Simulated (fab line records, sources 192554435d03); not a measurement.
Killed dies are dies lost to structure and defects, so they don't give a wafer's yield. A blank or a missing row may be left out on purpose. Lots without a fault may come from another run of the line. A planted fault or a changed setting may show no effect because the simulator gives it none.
A struck lot beside a sound one | flow n5_finfet | 14 steps out of a route of 1938
Sound: wafers L820.1, L820.2, L820.6. Struck: wafer L817.6. (L817.2, L817.4 of the same lot were not struck and are left out.) The cause comes at the end.
At each step with rows: each side's tool, then ch and its chambers, then its first start. Under that, the readings that differ: sound wafers | struck wafers | difference of the means | sigmas: that difference in standard deviations of wafers without a fault.
alike: readings whose means differ by less than 2 such deviations, and words and numbers that are the same on both sides. not compared: withheld readings, readings that some wafer has no value for, bounds like >300 that may hide the same value, and numbers for which the record gives no deviation and whose values overlap.
The two part at a step that has a row with sigmas, a row that says differs or no value, or rows on one side only. Numbers that don't overlap but have no deviation are shown without sigmas and don't part them. A reading that every wafer of one side lacks parts them only if that side has two wafers or more.

first, 2 steps without rows for these wafers: N5_BEOL_M4_ANNEAL_87 (time 240 s); N5_BEOL_M4_SPUTTER_88 (material Cu, target thk 4.5 nm, time 8.29 s).
N5_BEOL_M4_ANNEAL_89: time 240 s.
  sound on pvd_sputter-01, day 11 15:58; struck on pvd_sputter-02, day 11 03:02
  alike: heater_power_w
N5_BEOL_M4_SPUTTER_90: material Cu, target thk 4.5 nm, time 8.29 s.
  sound on pvd_sputter-01, day 11 16:06; struck on pvd_sputter-02, day 11 03:10
  alike: chuck_sensor_temp_C, throttle_valve_pct
then, 1 step without rows for these wafers: N5_BEOL_M4_ANNEAL_91 (time 240 s).
N5_BEOL_M4_SPUTTER_92: material Cu, target thk 4.5 nm, time 8.29 s.
  sound on pvd_sputter-01, day 11 16:19; struck on pvd_sputter-02, day 11 03:23
  alike: chuck_sensor_temp_C, throttle_valve_pct
N5_BEOL_M4_ANNEAL_93: time 240 s.
  sound on pvd_sputter-01, day 11 16:24; struck on pvd_sputter-02, day 11 03:28
  alike: heater_power_w
then, 4 steps without rows for these wafers: N5_BEOL_M4_SPUTTER_94 (material Cu, target thk 4.5 nm, time 8.29 s); N5_BEOL_M4_ANNEAL_95 (time 240 s); N5_BEOL_M4_SPUTTER_96 (material Cu, target thk 4.5 nm, time 8.29 s); N5_BEOL_M4_ECD_50 (material Cu, target thk 300 nm).
N5_BEOL_M4_ANNEAL_51: time 90 s.
  sound on rtp_anneal-02 ch 0, day 11 16:58; struck on rtp_anneal-02 ch 0, day 11 04:17
  alike: wafer_temp_C_max
N5_BEOL_M4_CMP_52: polishes, stops on SiOC, t overpolish 6.8 s, target thk 40 nm.
  sound on cmp-04 ch 2,3, day 11 17:15; struck on cmp-03 ch 2, day 11 04:32
  reading                      | sound          | struck | difference | sigmas
  barrier_field_endpoint_s (s) | 25.3 25.9 26.1 | 32.2   | +6.4       | +9
  time_to_endpoint_s (s)       | 66 67 65       | 86     | +20        | +6
  alike: clearing_platen_rpm, motor_current_A, overpolish_run_s, slurry_filter_dp_kPa
N5_PASSIVATION_PROBE_49:
  the record has rows for the sound wafers here (prober-01, day 16 05:20) and none for the struck ones

WHERE THEY PART
First at N5_BEOL_M4_CMP_52; last, within this record, at N5_PASSIVATION_PROBE_49.

WHY: what the simulator had put in
Process parameter drift: cmp-03, from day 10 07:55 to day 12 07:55, at N5_BEOL_M4_CMP_52. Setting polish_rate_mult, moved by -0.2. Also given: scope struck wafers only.
